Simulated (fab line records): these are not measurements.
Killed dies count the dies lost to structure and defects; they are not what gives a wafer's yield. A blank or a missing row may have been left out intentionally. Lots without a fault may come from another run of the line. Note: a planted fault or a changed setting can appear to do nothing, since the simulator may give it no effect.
Which tool did it? / flow n5_finfet / 10 lots (30 wafers sampled), 1 step of a 1938-step route

## WHAT THE GAUGES SHOWED, per wafer
N5_DUMMY_GATE_CD_MEAS_24: the cd target is 15 nm.
lot=L397; measured=day 3 01:35; on=cd_sem-02; cd_nm (nm)=15.4 16.2 14.9
lot=L399; measured=day 3 13:09; on=cd_sem-01; cd_nm (nm)=15.2 14.9 15.2
lot=L401; measured=day 4 01:49; on=cd_sem-02; cd_nm (nm)=15.4 15.0 15.6
lot=L402; measured=day 4 08:11; on=cd_sem-01; cd_nm (nm)=15.3 15.5 15.5
lot=L403; measured=day 4 11:22; on=cd_sem-03; cd_nm (nm)=14.7 14.8 15.1
lot=L404; measured=day 4 20:35; on=cd_sem-02; cd_nm (nm)=15.4 15.8 15.2
lot=L409; measured=day 6 01:11; on=cd_sem-03; cd_nm (nm)=15.3 14.9 15.0
lot=L410; measured=day 6 08:47; on=cd_sem-01; cd_nm (nm)=15.9 15.0 14.8
lot=L411; measured=day 6 15:43; on=cd_sem-03; cd_nm (nm)=15.0 14.8 14.7
lot=L412; measured=day 6 16:32; on=cd_sem-01; cd_nm (nm)=15.1 14.9 15.0

## TOOL THAT RAN EACH LOT (tool first, then ch and the chambers of the sampled wafers, then the start)
The record holds no process step before these readings.

## THE ANSWER, worked out from the rows above alone
Rule: what is usual is taken from the lots themselves. Put in order of their means at a reading, lots are off if they are a third of the lots or fewer, leave a main group of 4 or more, and stand apart from it by a gap of 3 or more times the standard deviation of the main group's means; of several such gaps the widest counts. A main group is skipped when, at the precision printed for the reading in the tables above, its means are all equal. A lot without any number at a reading at which 4 lots or more have one is off too. Where the step has rows for the other lots, those lots are counted as sound.
Nothing can be told from this: no lot is off at any reading shown.

## WHAT THE SIMULATOR HAD INSERTED
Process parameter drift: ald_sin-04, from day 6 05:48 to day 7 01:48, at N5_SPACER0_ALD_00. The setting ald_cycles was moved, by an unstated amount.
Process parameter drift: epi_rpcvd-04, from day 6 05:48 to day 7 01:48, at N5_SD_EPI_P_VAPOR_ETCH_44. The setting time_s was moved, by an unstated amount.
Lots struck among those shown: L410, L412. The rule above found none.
